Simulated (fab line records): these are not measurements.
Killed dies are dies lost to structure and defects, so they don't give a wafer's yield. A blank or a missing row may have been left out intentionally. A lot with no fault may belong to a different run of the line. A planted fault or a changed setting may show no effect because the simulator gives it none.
Chamber matching :: flow n5 finfet :: N5_BEOL_M6_CURE_74 on uv cure-02: 3 sister chambers
The step cures SiCOH lowk, time 240 s. 6 wafers are shown with their chamber, then 7 later ones without.

== WAFERS PAIRED WITH THEIR CHAMBERS ==
wafer: L080.4
chamber: 2
wafer_temp_C_max: 387.7
lamp power pct (%): 52.38

wafer: L080.5
chamber: 2
wafer_temp_C_max: 388.6
lamp power pct (%): 52.30

wafer: L081.4
chamber: 1
wafer_temp_C_max: 386.6
lamp power pct (%): 52.45

wafer: L081.5
chamber: 1
wafer_temp_C_max: 387.8
lamp power pct (%): 52.39

wafer: L083.2
chamber: 0
wafer_temp_C_max: 386.1
lamp power pct (%): 52.28

wafer: L083.4
chamber: 0
wafer_temp_C_max: 386.2
lamp power pct (%): 52.31

== WAFERS MISSING THEIR CHAMBER ==
wafer: L083.5
wafer_temp_C_max: 387.2
lamp power pct (%): 52.36

wafer: L091.2
wafer_temp_C_max: 386.8
lamp power pct (%): 52.26

wafer: L091.4
wafer_temp_C_max: 387.5
lamp power pct (%): 52.31

wafer: L091.6
wafer_temp_C_max: 387.1
lamp power pct (%): 52.44

wafer: L092.2
wafer_temp_C_max: 386.8
lamp power pct (%): 52.28

wafer: L092.5
wafer_temp_C_max: 386.6
lamp power pct (%): 52.36

wafer: L092.6
wafer_temp_C_max: 386.2
lamp power pct (%): 52.37

== THE CHAMBER EACH PASSED THROUGH ==
wafer: L083.5
from the rows above: can't be placed: 1 or 2 or 0
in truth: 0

wafer: L091.2
from the rows above: can't be placed: 0 or 2
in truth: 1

wafer: L091.4
from the rows above: can't be placed: 2 or 0 or 1
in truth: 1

wafer: L091.6
from the rows above: 1
in truth: 1

wafer: L092.2
from the rows above: can't be placed: 0 or 2
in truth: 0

wafer: L092.5
from the rows above: can't be placed: 0 or 1 or 2
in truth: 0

wafer: L092.6
from the rows above: can't be placed: 0 or 1 or 2
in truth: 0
1 of 7 placed correctly. From these rows, 6 cannot be placed; in 5 the true chamber is one of the candidates. Wrongly placed: 0.
How it was worked out, from the rows above alone: a wafer's distance from a chamber is the root of the sum, over the readings, of the square of ((its reading less the chamber's mean) divided by the reading's scatter). The wafer belongs to the nearest chamber; if the next one is less than 2 further off, it can't be placed. For every chamber, the mean is computed from those of its wafers that are shown. The scatter: take each reading less its chamber's mean, square it, sum over the shown wafers, divide by the number of wafers less the number of chambers, and take the root.
